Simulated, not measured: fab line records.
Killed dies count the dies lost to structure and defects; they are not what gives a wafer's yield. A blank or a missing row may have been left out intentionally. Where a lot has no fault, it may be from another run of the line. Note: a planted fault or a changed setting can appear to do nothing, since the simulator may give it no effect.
Chamber matching | flow nand_harc | rie_diel-08 running NHARC_A_SGD_CUT_ETCH_58: 4 sister chambers
The step etches the open film in CF4, target depth 39 nm, time 65 s. 16 wafers are shown with their chamber, then 8 later ones without.

## WAFERS, EACH WITH ITS CHAMBER
wafer  | chamber | drypump_motor_current_A (A) | showerhead_plenum_p_Torr (Torr) | oes_product_au (a.u.)
L075.2 | 3       | 5.6                         | 1.78                            | 0.990
L075.3 | 2       | 5.4                         | 1.89                            | 0.986
L075.5 | 0       | 6.7                         | 1.79                            | 0.990
L078.3 | 3       | 5.6                         | 1.78                            | 0.994
L078.4 | 2       | 5.4                         | 1.89                            | 0.975
L078.5 | 3       | 5.6                         | 1.78                            | 0.997
L083.2 | 1       | 6.5                         | 1.81                            | 0.993
L083.3 | 2       | 5.4                         | 1.89                            | 0.976
L083.4 | 0       | 6.7                         | 1.79                            | 1.004
L089.2 | 1       | 6.5                         | 1.81                            | 0.996
L089.3 | 3       | 5.6                         | 1.78                            | 0.996
L089.4 | 0       | 6.6                         | 1.79                            | 0.994
L093.1 | 2       | 5.4                         | 1.88                            | 0.998
L093.5 | 1       | 6.5                         | 1.81                            | 1.015
L093.6 | 0       | 6.7                         | 1.79                            | 1.007
L094.1 | 3       | 5.6                         | 1.78                            | 0.993

SIGNATURES (averages over the wafers above)
reading                  | chamber 0 | chamber 1 | chamber 2 | chamber 3 | scatter within a chamber
drypump_motor_current_A  | 6.675     | 6.500     | 5.400     | 5.600     | 0.025
showerhead_plenum_p_Torr | 1.7900    | 1.8100    | 1.8875    | 1.7800    | 0.0025
oes_product_au           | 0.99875   | 1.00133   | 0.98375   | 0.99400   | 0.00844
Rule: for each reading, subtract the chamber's mean from the wafer's reading, divide by that reading's scatter and square the result; add these up over the readings and take the root, which gives the wafer's distance from the chamber. The wafer belongs to the nearest chamber; if the next one is less than 2 further off, it can't be placed. The scatter is the square root of a quotient: the sum, over the shown wafers, of each reading's squared deviation from its chamber's mean, divided by wafers minus chambers.

## WAFERS WITHOUT THEIR CHAMBER
wafer  | drypump_motor_current_A (A) | showerhead_plenum_p_Torr (Torr) | oes_product_au (a.u.)
L094.3 | 5.4                         | 1.88                            | 0.999
L094.6 | 5.4                         | 1.88                            | 0.996
L096.2 | 6.6                         | 1.81                            | 1.006
L096.4 | 6.7                         | 1.79                            | 0.998
L096.5 | 6.7                         | 1.79                            | 0.996
L097.1 | 5.6                         | 1.78                            | 0.998
L097.3 | 6.5                         | 1.81                            | 1.002
L097.5 | 6.7                         | 1.79                            | 1.006

## THE CHAMBER EACH PASSED THROUGH
wafer  | from the rows above | in truth
L094.3 | 2                   | 2
L094.6 | 2                   | 2
L096.2 | 1                   | 1
L096.4 | 0                   | 0
L096.5 | 0                   | 0
L097.1 | 3                   | 3
L097.3 | 1                   | 1
L097.5 | 0                   | 0
8 of 8 placed correctly. Left unplaced by these rows: 0. Wrongly placed: 0.
